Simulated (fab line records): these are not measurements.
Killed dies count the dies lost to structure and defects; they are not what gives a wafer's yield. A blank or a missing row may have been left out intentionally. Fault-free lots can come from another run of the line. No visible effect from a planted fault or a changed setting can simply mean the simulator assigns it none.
Chamber matching    flow nand_harc    NHARC_P_M2_CMP_23 on cmp-01: 4 sister chambers
The step polishes, t overpolish 20 s, target thk 144.3 nm. 4 wafers are shown with their chamber, then 10 later ones without.

== WAFERS, EACH WITH ITS CHAMBER ==
wafer   chamber  motor_current_A (A)
L092.2  2        13.6
L092.3  3        10.3
L093.1  1        11.7
L093.3  0        12.6

== WAFERS WITH NO CHAMBER GIVEN ==
wafer   motor_current_A (A)
L093.4  13.7
L094.1  12.3
L094.3  9.9
L094.6  13.0
L096.1  12.6
L096.2  13.4
L096.5  13.6
L097.2  12.6
L097.3  13.4
L097.4  11.5

== THE CHAMBER EACH PASSED THROUGH ==
wafer   from the rows above      in truth
L093.4  2                        2
L094.1  can't be placed: 0 or 1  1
L094.3  3                        3
L094.6  can't be placed: 0 or 2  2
L096.1  0                        0
L096.2  2                        2
L096.5  2                        2
L097.2  0                        0
L097.3  2                        2
L097.4  1                        1
8 of 10 placed correctly. These rows do not allow placing 2 (true chamber among the candidates in 2). Wrongly placed: 0.
How it was worked out, from the rows above alone: a wafer's distance from a chamber is the root of the sum, over the readings, of the square of ((its reading less the chamber's mean) divided by the reading's scatter). If the next closest chamber is less than 2 further off than the closest, the wafer can't be placed; otherwise it belongs to the closest. For every chamber, the mean is computed from those of its wafers that are shown. The scatter: with one shown wafer a chamber, the root of the mean of the squares of how far each hidden wafer lies from its nearest shown one.
